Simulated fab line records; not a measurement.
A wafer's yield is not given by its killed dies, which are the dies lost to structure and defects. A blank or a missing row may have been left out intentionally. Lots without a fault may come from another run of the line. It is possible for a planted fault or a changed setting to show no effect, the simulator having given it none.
fab line records	flow n5Finfet
record: lots: 7	wafers: 39
route steps=1938 shown FIN_SAQP@96 STI_FIN_REVEAL@190 DUMMY_GATE@237
startH: hours from the record's opening day to when the first of the lot's shown wafers began	waitH: hours from the lot's prior step to this one	" identical to the entry in the row above	L1.1+2: a row that stands for several wafers	- value missing, or start not given	* or withheld: withheld	< > ~ a bound
route shown NAME@n: NAME is a module with steps in the file, n the number in the route of the first one	usual: average and standard deviation across the fault-free wafers	same: alike in all rows	chamber/n: place in a boat	sites: the reading at each site	_std_site: how widely they spread, as a standard deviation	_edge_site: mean of outer sites minus mean of inner sites	radiusMm: how far each site lies from the wafer's centre	mask NAME#n: copy n	behind: the last tool/chamber to shape the wafer	hold: the reason the lot was held/the length of the hold in hours/how it ended	device: names the non-switching transistor (n, p or np)	end of line: the same wafers' tests at the end of the route	step lacking rows: just its recipe	killed: at the first sort, the dies lost to defects and structure; wafer yield is something else	map: the dies of a wafer, with x for killed, . for not killed, _ for no die there
set.NAME: setting as actually run; set.NAME@STEP: the setting as run at that earlier step	model.NAME: the simulator's own value behind a step, which no gauge read
lots where settings were altered on purpose, with a table for each step and a row for each wafer
== steps ==
step: N5_FIN_SAQP_HM_DEP_03
recipe: material: SiNx	targetThkA: 380	tempC: 400	precursor: SiH4/NH3/N2	pressureTorr: 1.5	rfW: 300	timeS: 33.6
lot.wafer	tool	chamber	startH	waitH	set.targetThkA	model.SiNx_of_FIN_SAQP_HM_DEP_03.thkNm
L075.3	pecvd-03	0	26.80	0.2	380	38.03
L075.4	"	1	"	"	380	37.55
L075.5	"	1	"	"	380	37.83
L077.1	pecvd-02	0	38.79	0.2	346.9	33.94
L077.2	"	1	"	"	380	37.61
L077.3	"	0	"	"	380	37.94
L077.4	"	1	"	"	380	38.17
L077.5	"	0	"	"	346.9	34.53
L077.6	"	1	"	"	346.9	34.95
L081.1	pecvd-02	2	63.04	0.2	380	37.93
L081.2	"	1	"	"	380	38.44
L081.3	"	0	"	"	411.3	41.31
L081.4	"	2	"	"	411.3	42.18
L081.5	"	0	"	"	380	38.64
L081.6	"	1	"	"	411.3	42.29
L084.1+3	pecvd-02	0,2	80.69	0.3	380	38.01
L084.2	"	1	"	"	352	34.92
L084.4	"	0	"	"	352	35.41
L084.5	"	2	"	"	380	38.65
L084.6	"	1	"	"	352	35.58
L085.1	pecvd-03	2	86.71	0.2	344.6	34.17
L085.2	"	1	"	"	380	37.19
L085.3	"	0	"	"	380	36.93
L085.4	"	0	"	"	380	38.09
L085.5	"	2	"	"	344.6	34.29
L085.6	"	1	"	"	344.6	34.04
L087.1	pecvd-03	2	99.98	0.2	380	37.22
L087.2	"	1	"	"	380	37.38
L087.3	"	0	"	"	336.1	32.98
L087.4	"	0	"	"	380	37.78
L087.5	"	1	"	"	336.1	33.44
L087.6	"	2	"	"	336.1	33.66
L090.1	pecvd-01	0	116.93	0.2	380	37.71
L090.2	"	1	"	"	380	37.11
L090.3	"	2	"	"	380	37.98
L090.4	"	0	"	"	380	38.27
L090.5	"	1	"	"	380	38.17
L090.6	"	2	"	"	380	38.07
step: N5_FIN_SAQP_THK_MEAS_05
usual: thkNm: 38.0/0.49
lot.wafer	tool	chamber	startH	waitH	set.targetThkA@FIN_SAQP_HM_DEP_03	thkNm
L075.3	filmMetro-02	-	26.89	0.1	380	38.0
L075.4	"	-	"	"	380	37.6
L075.5	"	-	"	"	380	37.8
L077.1	filmMetro-01	-	38.90	0.1	346.9	33.9
L077.2	"	-	"	"	380	37.6
L077.3	"	-	"	"	380	38.0
L077.4	"	-	"	"	380	38.2
L077.5	"	-	"	"	346.9	34.5
L077.6	"	-	"	"	346.9	35.0
L081.1	filmMetro-02	-	63.13	0.1	380	37.9
L081.2	"	-	"	"	380	38.4
L081.3	"	-	"	"	411.3	41.3
L081.4	"	-	"	"	411.3	42.2
L081.5	"	-	"	"	380	38.7
L081.6	"	-	"	"	411.3	42.3
L084.1	filmMetro-02	-	80.78	0.1	380	38.0
L084.2	"	-	"	"	352	35.0
L084.3	"	-	"	"	380	38.0
L084.4	"	-	"	"	352	35.4
L084.5	"	-	"	"	380	38.7
L084.6	"	-	"	"	352	35.6
L085.1	filmMetro-01	-	86.80	0.1	344.6	34.1
L085.2	"	-	"	"	380	37.2
L085.3	"	-	"	"	380	36.9
L085.4	"	-	"	"	380	38.1
L085.5	"	-	"	"	344.6	34.3
L085.6	"	-	"	"	344.6	34.0
L087.1	filmMetro-02	-	100.06	0.1	380	37.2
L087.2	"	-	"	"	380	37.4
L087.3	"	-	"	"	336.1	33.0
L087.4	"	-	"	"	380	37.8
L087.5	"	-	"	"	336.1	33.4
L087.6	"	-	"	"	336.1	33.7
L090.1	filmMetro-01	-	117.02	0.1	380	37.7
L090.2	"	-	"	"	380	37.1
L090.3	"	-	"	"	380	38.0
L090.4	"	-	"	"	380	38.3
L090.5	"	-	"	"	380	38.2
L090.6	"	-	"	"	380	38.1
step: N5_FIN_SAQP_PECVD_47
recipe: material: a-Si	targetThkA: 450	tempC: 400	precursor: SiH4/He	pressureTorr: 3	rfW: 100	timeS: 36.3
step: N5_FIN_SAQP_PECVD_48
recipe: material: SiNx	targetThkA: 250	tempC: 400	precursor: SiH4/NH3/N2	pressureTorr: 1.5	rfW: 300	timeS: 22.1
step: N5_FIN_SAQP_ETCH_57
recipe: chemistry: CH3F/O2	target: SiNx	maskMaterial: SiO2	targetDepthA: 325	timeS: 46.4	pressureMtorr: 30	sourceW: 395	biasW: 73	Ar_flow_sccm: 150	CH3F_flow_sccm: 30	O2_flow_sccm: 20	ionEnergyEv: 120	ends: cleared
step: N5_FIN_SAQP_ETCH_65
recipe: chemistry: CF4	target: SiO2	targetDepthA: 40	ionEnergyEv: 350	timeS: 4.4	pressureMtorr: 10	icpW: 800	biasW: 400	cf4FlowSccm: 80
step: N5_FIN_SAQP_MANDREL_ETCH_58
recipe: chemistry: HBr/Cl2	target: a-Si	targetDepthA: 450	btTimeS: 10	stopOn: SiNx	maskMaterial: SiO2	overEtchFrac: 0.8	timeS: 27	pressureMtorr: 10	icpW: 800	biasW: 75	HBr_flow_sccm: 150	Cl2_flow_sccm: 80	ends: endPoint
lot.wafer	tool	chamber	startH	waitH	set.targetThkA@FIN_SAQP_HM_DEP_03	model.SiNx_of_FIN_SAQP_HM_DEP_03.thkNm
L075.3	rieSi-06	0	32.30	0.0	380	38.03
L075.4	"	1	"	"	380	37.4
L075.5	"	0	"	"	380	37.83
L077.1	rieSi-06	2	42.19	0.0	346.9	33.8
L077.2	"	0	"	"	380	37.61
L077.3	"	1	"	"	380	37.8
L077.4	"	1	"	"	380	38
L077.5	"	0	"	"	346.9	34.53
L077.6	"	2	"	"	346.9	34.8
L081.1	rieSi-06	0	66.50	0.0	380	37.93
L081.2	"	3	"	"	380	38.44
L081.3	"	1	"	"	411.3	41.2
L081.4	"	2	"	"	411.3	42.2
L081.5	"	3	"	"	380	38.64
L081.6	"	0	"	"	411.3	42.29
L084.1	rieSi-06	1	84.11	0.0	380	37.8
L084.2	"	0	"	"	352	34.92
L084.3	"	3	"	"	380	38.01
L084.4	"	2	"	"	352	35.4
L084.5	"	1	"	"	380	38.6
L084.6	"	2	"	"	352	35.6
L085.1	rieSi-05	0	90.65	0.0	344.6	34.17
L085.2	"	2	"	"	380	37
L085.3	"	3	"	"	380	36.8
L085.4	"	1	"	"	380	38.09
L085.5	"	0	"	"	344.6	34.29
L085.6	"	3	"	"	344.6	34
L087.1	rieSi-05	0	104.19	0.0	380	37.22
L087.2	"	1	"	"	380	37.38
L087.3	"	2	"	"	336.1	32.8
L087.4	"	3	"	"	380	37.6
L087.5	"	1	"	"	336.1	33.44
L087.6	"	0	"	"	336.1	33.66
L090.1	rieSi-06	2	120.12	0.0	380	37.6
L090.2	"	3	"	"	380	37.11
L090.3	"	1	"	"	380	37.8
L090.4	"	0	"	"	380	38.27
L090.5	"	1	"	"	380	38
L090.6	"	0	"	"	380	38.07
step: N5_FIN_SAQP_RECESS_63
recipe: chemistry: HF/NH3	target: SiO2	targetDepthA: 180	afsCycles: 3	tempC: 30	sublimationTempC: 180	sublimationTimeS: 60
step: N5_FIN_SAQP_COAT_68
recipe: resist: SOC	tempC: 250	timeS: 60	spinRpm: 1500	resistThkNm: 100
step: N5_FIN_SAQP_MANDREL2_REMOVE_60
recipe: chemistry: HBr/Cl2/O2	btTimeS: 10	target: a-Si	stopOn: SiNx	endpoint: OES-SiCl	overEtchFrac: 1	icpW: 600	biasW: 22	HBr_flow_sccm: 150	Cl2_flow_sccm: 80	O2_flow_sccm: 5	pressureMtorr: 10
step: N5_FIN_SAQP_HM_OPEN_33
recipe: chemistry: CH3F/O2	target: SiNx	maskMaterial: SiO2	targetDepthA: 494	timeS: 70.6	pressureMtorr: 30	sourceW: 395	biasW: 73	Ar_flow_sccm: 150	CH3F_flow_sccm: 30	O2_flow_sccm: 20	ionEnergyEv: 120	ends: cleared
usual: etchRfOnTimeS: 68.7/1.2
lot.wafer	tool	chamber	startH	waitH	set.targetThkA@FIN_SAQP_HM_DEP_03	etchRfOnTimeS	model.etch.depthNm
L075.3	rieDiel-02	0	33.96	0.3	380	69.0	37.4
L075.4	"	2	"	"	380	69.1	36.81
L075.5	"	2	"	"	380	69.9	37.2
L077.1	rieDiel-01	0	44.36	0.2	346.9	60.5	33.24
L077.2	"	1	"	"	380	68.2	36.98
L077.3	"	3	"	"	380	67.9	37.19
L077.4	"	3	"	"	380	68.0	37.43
L077.5	"	0	"	"	346.9	61.4	33.91
L077.6	"	1	"	"	346.9	63.6	34.24
L081.1	rieDiel-05	1	68.13	0.2	380	69.0	37.31
L081.2	"	0	"	"	380	70.3	37.81
L081.3	"	2	"	"	411.3	74.7	40.56
L081.4	"	3	"	"	411.3	76.6	41.47
L081.5	"	3	"	"	380	70.1	38.01
L081.6	"	2	"	"	411.3	76.5	41.66
L084.1	rieDiel-02	1	85.52	0.0	380	69.4	37.26
L084.2	"	0	"	"	352	63.0	34.3
L084.3	"	3	"	"	380	67.7	37.39
L084.4	"	2	"	"	352	66.2	34.71
L084.5	"	0	"	"	380	70.6	37.91
L084.6	"	3	"	"	352	62.9	34.88
L085.1	rieDiel-05	2	93.06	0.1	344.6	61.8	33.55
L085.2	"	3	"	"	380	67.5	36.38
L085.3	"	0	"	"	380	67.2	36.16
L085.4	"	1	"	"	380	70.2	37.46
L085.5	"	0	"	"	344.6	62.5	33.67
L085.6	"	1	"	"	344.6	62.0	33.27
L087.1	rieDiel-01	1	105.71	0.0	380	67.3	36.59
L087.2	"	0	"	"	380	66.6	36.75
L087.3	"	0	"	"	336.1	58.3	32.17
L087.4	"	1	"	"	380	68.5	37.01
L087.5	"	1	"	"	336.1	60.7	32.81
L087.6	"	0	"	"	336.1	60.0	33.03
L090.1	rieDiel-01	1	121.52	0.0	380	68.0	37.01
L090.2	"	3	"	"	380	66.3	36.48
L090.3	"	0	"	"	380	68.2	37.23
L090.4	"	2	"	"	380	69.2	37.64
L090.5	"	3	"	"	380	67.8	37.42
L090.6	"	2	"	"	380	69.0	37.44
step: N5_FIN_SAQP_ETCH_34
recipe: chemistry: C4F6/O2	target: SiO2	targetDepthA: 450	timeS: 15	ionEnergyEv: 250	pressureMtorr: 30	sourceW: 345	biasW: 185	Ar_flow_sccm: 300	C4F6_flow_sccm: 10	O2_flow_sccm: 10	ends: cleared
step: N5_FIN_SAQP_STRIP_77
recipe: chemistry: N2/H2	timeS: 90	powerW: 100	tempC: 40	pressureMtorr: 100	rfFrequencyHz: 6e+07	biasPowerW: 3	n2FlowSccm: 300	h2FlowSccm: 300
step: N5_FIN_SAQP_ETCH_64
recipe: chemistry: CF4	target: SiO2	targetDepthA: 15	ionEnergyEv: 350	pressureMtorr: 10	icpW: 800	biasW: 400	cf4FlowSccm: 80
step: N5_FIN_SAQP_FIN_ETCH_36
recipe: chemistry: HBr/Cl2/O2	targetDepthA: 1200	maskMaterial: SiNx	timeS: 50.4	biasW: 102	pressureMtorr: 10	icpW: 800	HBr_flow_sccm: 150	Cl2_flow_sccm: 80	O2_flow_sccm: 12
lot.wafer	tool	chamber	startH	waitH	set.targetThkA@FIN_SAQP_HM_DEP_03	model.SiNx_of_FIN_SAQP_HM_DEP_03.thkNm
L075.3+4	rieSi-01	1,2	34.25	0.0	380	21.2
L075.5	"	2	"	"	380	21.6
L077.1	rieSi-01	0	44.65	0.0	346.9	17
L077.2	"	3	"	"	380	20.4
L077.3+4	"	2,1	"	"	380	21.4
L077.5	"	2	"	"	346.9	18.2
L077.6	"	3	"	"	346.9	17.8
L081.1	rieSi-01	3	68.41	0.0	380	20.6
L081.2	"	2	"	"	380	22.2
L081.3	"	0	"	"	411.3	24.2
L081.4	"	1	"	"	411.3	25.2
L081.5	"	3	"	"	380	21.4
L081.6	"	2	"	"	411.3	26
L084.1	rieSi-01	0	85.80	0.0	380	21
L084.2	"	2	"	"	352	18.4
L084.3	"	3	"	"	380	20.8
L084.4	"	1	"	"	352	18.6
L084.5	"	2	"	"	380	22.2
L084.6	"	3	"	"	352	18.2
L085.1+5	rieSi-05	3	93.35	0.0	344.6	17.2
L085.2+4	"	1,2	"	"	380	20.6
L085.3	"	0	"	"	380	20
L085.6	"	0	"	"	344.6	17
L087.1	rieSi-06	0	106.09	0.0	380	20.8
L087.2	"	1	"	"	380	20.2
L087.3	"	2	"	"	336.1	15.6
L087.4	"	3	"	"	380	20.6
L087.5	"	1	"	"	336.1	16
L087.6	"	0	"	"	336.1	17.2
L090.1	rieSi-05	0	121.81	0.0	380	20.8
L090.2	"	2	"	"	380	19.6
L090.3	"	1	"	"	380	21.4
L090.4	"	3	"	"	380	21.2
L090.5	"	1	"	"	380	21.6
L090.6	"	2	"	"	380	20.6
step: N5_STI_FIN_REVEAL_ETCHBACK_08
recipe: chemistry: C4F6/O2	target: SiO2	targetDepthA: 305	timeS: 10.167	ionEnergyEv: 250	pressureMtorr: 30	sourceW: 345	biasW: 185	Ar_flow_sccm: 300	C4F6_flow_sccm: 10	O2_flow_sccm: 10
lot.wafer	tool	chamber	startH	waitH	set.targetDepthA
L075.3+4+5	rieDiel-05	3,2,3	42.12	0.1	305
L077.1+2+3	rieDiel-05	0,1,3	53.02	0.2	305
L077.4+5+6	"	2,3,2	"	"	291.2
L081.1+4+5	rieDiel-02	2,0,0	75.97	0.3	305
L081.2+3+6	"	1,3,1	"	"	284.3
L084.1+2+6	rieDiel-02	0,2,0	93.15	0.3	305
L084.3+4+5	"	1,3,3	"	"	282
L085.1+2+3+4+5+6	rieDiel-05	2,0,1,3,3,0	101.80	0.5	305
L087.1+4+6	rieDiel-05	0,3,1	114.44	0.3	341.8
L087.2+3+5	"	2,1,0	"	"	305
L090.1+2+4	rieDiel-05	1,0,3	129.33	0.2	305
L090.3+5+6	"	2,3,2	"	"	275.6
step: N5_STI_FIN_REVEAL_STRIP_24
recipe: chemistry: N2/H2	timeS: 90	powerW: 100	tempC: 40	pressureMtorr: 100	rfFrequencyHz: 6e+07	biasPowerW: 3	n2FlowSccm: 300	h2FlowSccm: 300
step: N5_STI_FIN_REVEAL_PRECLEAN_25
recipe: chemistry: SPM	timeS: 90	tempC: 120	mix: 4:1
step: N5_STI_FIN_REVEAL_SRD_23
recipe: dry: ipaMarangoni	timeS: 30	tempC: 23	rinseLiquid: diw
step: N5_STI_FIN_REVEAL_FIN_H_MEAS_10
usual: trenchDepthNm: 52.1/0.71
lot.wafer	tool	chamber	startH	waitH	set.targetDepthA@STI_FIN_REVEAL_ETCHBACK_08	trenchDepthNm
L075.3	ocd-01	-	45.10	0.0	305	51.4
L075.4	"	-	"	"	305	51.5
L075.5	"	-	"	"	305	51.8
L077.1	ocd-02	-	56.02	0.0	305	53.0
L077.2	"	-	"	"	305	52.8
L077.3	"	-	"	"	305	52.8
L077.4	"	-	"	"	291.2	51.4
L077.5	"	-	"	"	291.2	51.4
L077.6	"	-	"	"	291.2	51.5
L081.1	ocd-02	-	78.98	0.0	305	50.5
L081.2	"	-	"	"	284.3	49.8
L081.3	"	-	"	"	284.3	50.0
L081.4	"	-	"	"	305	52.0
L081.5	"	-	"	"	305	51.9
L081.6	"	-	"	"	284.3	49.6
L084.1	ocd-02	-	96.63	0.0	305	51.5
L084.2	"	-	"	"	305	51.1
L084.3	"	-	"	"	282	48.6
L084.4	"	-	"	"	282	50.2
L084.5	"	-	"	"	282	50.3
L084.6	"	-	"	"	305	51.9
L085.1	ocd-01	-	105.45	0.0	305	53.0
L085.2	"	-	"	"	305	53.1
L085.3	"	-	"	"	305	52.3
L085.4	"	-	"	"	305	53.2
L085.5	"	-	"	"	305	52.9
L085.6	"	-	"	"	305	53.0
L087.1	ocd-01	-	117.44	0.0	341.8	56.1
L087.2	"	-	"	"	305	51.5
L087.3	"	-	"	"	305	51.3
L087.4	"	-	"	"	341.8	55.8
L087.5	"	-	"	"	305	51.8
L087.6	"	-	"	"	341.8	55.0
L090.1	ocd-02	-	132.41	0.0	305	51.7
L090.2	"	-	"	"	305	52.1
L090.3	"	-	"	"	275.6	50.2
L090.4	"	-	"	"	305	51.5
L090.5	"	-	"	"	275.6	49.8
L090.6	"	-	"	"	275.6	49.5
step: N5_DUMMY_GATE_ETCH_37
recipe: chemistry: N2/H2	target: SOC	targetDepthA: 600	overetchA: 300	tempC: 40	ionEnergyEv: 200	pressureMtorr: 30	sourceW: 840	biasW: 150	n2FlowSccm: 200	h2FlowSccm: 200
usual: rfVppV: 524.4/3
lot.wafer	tool	chamber	startH	waitH	set.sourceW	rfVppV
L075.3	rieDiel-06	3	57.83	0.0	840	524.4
L075.4	"	0	"	"	840	525.6
L075.5	"	3	"	"	840	523.4
L077.1	rieDiel-06	1	69.41	0.0	840	526.3
L077.2	"	3	"	"	840	525.9
L077.3	"	0	"	"	840	526.9
L077.4	"	2	"	"	840	523.8
L077.5	"	3	"	"	840	525.5
L077.6	"	0	"	"	840	524.9
L081.1	rieDiel-03	0	87.81	0.0	840	519.3
L081.2	"	2	"	"	840	520.8
L081.3	"	3	"	"	840	520.1
L081.4	"	1	"	"	840	526.5
L081.5	"	1	"	"	840	526.7
L081.6	"	0	"	"	840	520.7
L084.1	rieDiel-06	2	109.50	0.0	840	521.9
L084.2	"	3	"	"	899.7	512.1
L084.3	"	1	"	"	840	526.6
L084.4	"	2	"	"	840	522.0
L084.5	"	3	"	"	899.7	510.0
L084.6	"	1	"	"	899.7	514.5
L085.1	rieDiel-04	0	116.28	0.0	840	523.9
L085.2	"	2	"	"	840	527.3
L085.3	"	3	"	"	922	508.2
L085.4	"	1	"	"	922	509.1
L085.5	"	3	"	"	922	509.6
L085.6	"	0	"	"	840	524.3
L087.1	rieDiel-03	2	128.50	0.0	840	519.7
L087.2	"	1	"	"	840	527.2
L087.3	"	3	"	"	895.3	517.3
L087.4	"	0	"	"	895.3	508.6
L087.5	"	0	"	"	895.3	509.7
L087.6	"	1	"	"	840	527.6
L090.1	rieDiel-03	2	141.94	0.0	840	519.1
L090.2	"	3	"	"	840	528.8
L090.3	"	1	"	"	797.9	535.0
L090.4	"	3	"	"	797.9	536.6
L090.5	"	2	"	"	797.9	530.2
L090.6	"	1	"	"	840	526.8
step: N5_DUMMY_GATE_ETCH_32
recipe: chemistry: CF4	target: SiO2	targetDepthA: 35	timeS: 3.9	ionEnergyEv: 350	pressureMtorr: 10	icpW: 800	biasW: 400	cf4FlowSccm: 80
lot.wafer	tool	chamber	startH	waitH	set.timeS	model.etch.depthNm
L075.3	rieSi-03	2	58.36	0.1	3.9	3.494
L075.4	"	0	"	"	3.9	3.508
L075.5	"	2	"	"	3.9	3.482
L077.1	rieSi-04	0	69.93	0.1	4.78	4.246
L077.2	"	3	"	"	3.9	3.45
L077.3	"	2	"	"	3.9	3.605
L077.4	"	1	"	"	4.78	4.399
L077.5	"	1	"	"	3.9	3.611
L077.6	"	0	"	"	4.78	4.232
L081.1	rieSi-04	2	88.33	0.1	3.9	3.619
L081.2	"	1	"	"	3.584	3.349
L081.3	"	0	"	"	3.9	3.499
L081.4	"	2	"	"	3.9	3.628
L081.5	"	1	"	"	3.584	3.323
L081.6	"	0	"	"	3.584	3.195
L084.1	rieSi-03	1	110.06	0.1	3.9	3.571
L084.2	"	2	"	"	3.9	3.565
L084.3	"	0	"	"	3.9	3.607
L084.4	"	3	"	"	3.9	3.465
L084.5	"	1	"	"	3.9	3.567
L084.6	"	2	"	"	3.9	3.542
L085.1	rieSi-03	2	116.82	0.1	3.9	3.558
L085.2	"	0	"	"	4.378	4.004
L085.3	"	1	"	"	4.378	3.967
L085.4	"	3	"	"	3.9	3.474
L085.5	"	0	"	"	4.378	4.048
L085.6	"	3	"	"	3.9	3.44
L087.1	rieSi-02	2	129.11	0.1	3.9	3.517
L087.2	"	1	"	"	4.258	3.737
L087.3	"	0	"	"	4.258	3.865
L087.4	"	3	"	"	3.9	3.618
L087.5	"	2	"	"	3.9	3.537
L087.6	"	3	"	"	4.258	3.93
L090.1	rieSi-03	2	142.46	0.1	3.9	3.613
L090.2	"	0	"	"	4.683	4.349
L090.3	"	3	"	"	3.9	3.476
L090.4	"	1	"	"	4.683	4.348
L090.5	"	2	"	"	3.9	3.63
L090.6	"	3	"	"	4.683	4.202
step: N5_DUMMY_GATE_ETCH_42
recipe: chemistry: CHF3/O2	target: SiO2	targetDepthA: 35	timeS: 31	ionEnergyEv: 30	biasW: 12	pressureMtorr: 30	sourceW: 600	Ar_flow_sccm: 200	CHF3_flow_sccm: 50	O2_flow_sccm: 5
usual: rfVppV: 42.6/0.97
lot.wafer	tool	chamber	startH	waitH	set.biasW	rfVppV
L075.3	rieDiel-03	3	58.61	0.0	12	41.6
L075.4	"	1	"	"	12	43.0
L075.5	"	1	"	"	12	43.6
L077.1	rieDiel-06	1	70.18	0.0	12	42.0
L077.2	"	0	"	"	13.42	46.5
L077.3	"	2	"	"	13.42	46.7
L077.4	"	3	"	"	12	43.4
L077.5	"	2	"	"	12	42.8
L077.6	"	1	"	"	13.42	45.0
L081.1	rieDiel-06	1	88.58	0.0	12	44.0
L081.2	"	2	"	"	13.54	46.8
L081.3	"	3	"	"	12	41.6
L081.4	"	0	"	"	13.54	47.5
L081.5	"	1	"	"	13.54	45.0
L081.6	"	0	"	"	12	43.2
L084.1	rieDiel-04	1	110.31	0.0	10.67	38.4
L084.2	"	2	"	"	12	42.9
L084.3	"	0	"	"	10.67	40.8
L084.4	"	1	"	"	12	42.0
L084.5	"	0	"	"	12	42.5
L084.6	"	2	"	"	10.67	39.8
L085.1	rieDiel-04	0	117.11	0.1	13.41	46.9
L085.2	"	3	"	"	13.41	47.3
L085.3	"	1	"	"	12	43.0
L085.4	"	2	"	"	12	42.0
L085.5	"	2	"	"	13.41	45.5
L085.6	"	3	"	"	12	41.0
L087.1	rieDiel-03	3	129.36	0.0	12	42.5
L087.2	"	2	"	"	12	42.1
L087.3	"	1	"	"	12	42.0
L087.4	"	3	"	"	12	42.5
L087.5	"	2	"	"	12	43.3
L087.6	"	1	"	"	12	42.8
L090.1	rieDiel-03	3	142.71	0.0	10.45	37.8
L090.2	"	2	"	"	12	44.8
L090.3	"	1	"	"	10.45	37.9
L090.4	"	2	"	"	12	42.9
L090.5	"	3	"	"	12	41.7
L090.6	"	1	"	"	10.45	39.5
== key ==
split: step: N5_FIN_SAQP_HM_DEP_03	setting: targetThkA	stated: 380	by: wafer
response: step: N5_FIN_SAQP_HM_DEP_03	reading: model.SiNx_of_FIN_SAQP_HM_DEP_03.thkNm	change: +0.379	per: 1%	r: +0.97
response: step: N5_FIN_SAQP_THK_MEAS_05	reading: thkNm	change: *	per: 1%	r: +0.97
response: step: N5_FIN_SAQP_MANDREL_ETCH_58	reading: model.SiNx_of_FIN_SAQP_HM_DEP_03.thkNm	change: +0.374	per: 1%	r: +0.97
response: step: N5_FIN_SAQP_HM_OPEN_33	reading: etchRfOnTimeS	change: *	per: 1%	r: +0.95
response: step: N5_FIN_SAQP_HM_OPEN_33	reading: model.etch.depthNm	change: +0.375	per: 1%	r: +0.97
response: step: N5_FIN_SAQP_FIN_ETCH_36	reading: model.SiNx_of_FIN_SAQP_HM_DEP_03.thkNm	change: +0.387	per: 1%	r: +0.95
split: step: N5_STI_FIN_REVEAL_ETCHBACK_08	setting: targetDepthA	stated: 305	by: wafer
response: step: N5_STI_FIN_REVEAL_FIN_H_MEAS_10	reading: trenchDepthNm	change: +0.274	per: 1%	r: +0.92
split: step: N5_DUMMY_GATE_ETCH_37	setting: sourceW	stated: 840	by: wafer
response: step: N5_DUMMY_GATE_ETCH_37	reading: rfVppV	change: -1.72	per: 1%	r: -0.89
split: step: N5_DUMMY_GATE_ETCH_32	setting: timeS	stated: 3.9	by: wafer
response: step: N5_DUMMY_GATE_ETCH_32	reading: model.etch.depthNm	change: +0.0351	per: 1%	r: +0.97
split: step: N5_DUMMY_GATE_ETCH_42	setting: biasW	stated: 12	by: wafer
response: step: N5_DUMMY_GATE_ETCH_42	reading: rfVppV	change: +0.313	per: 1%	r: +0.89
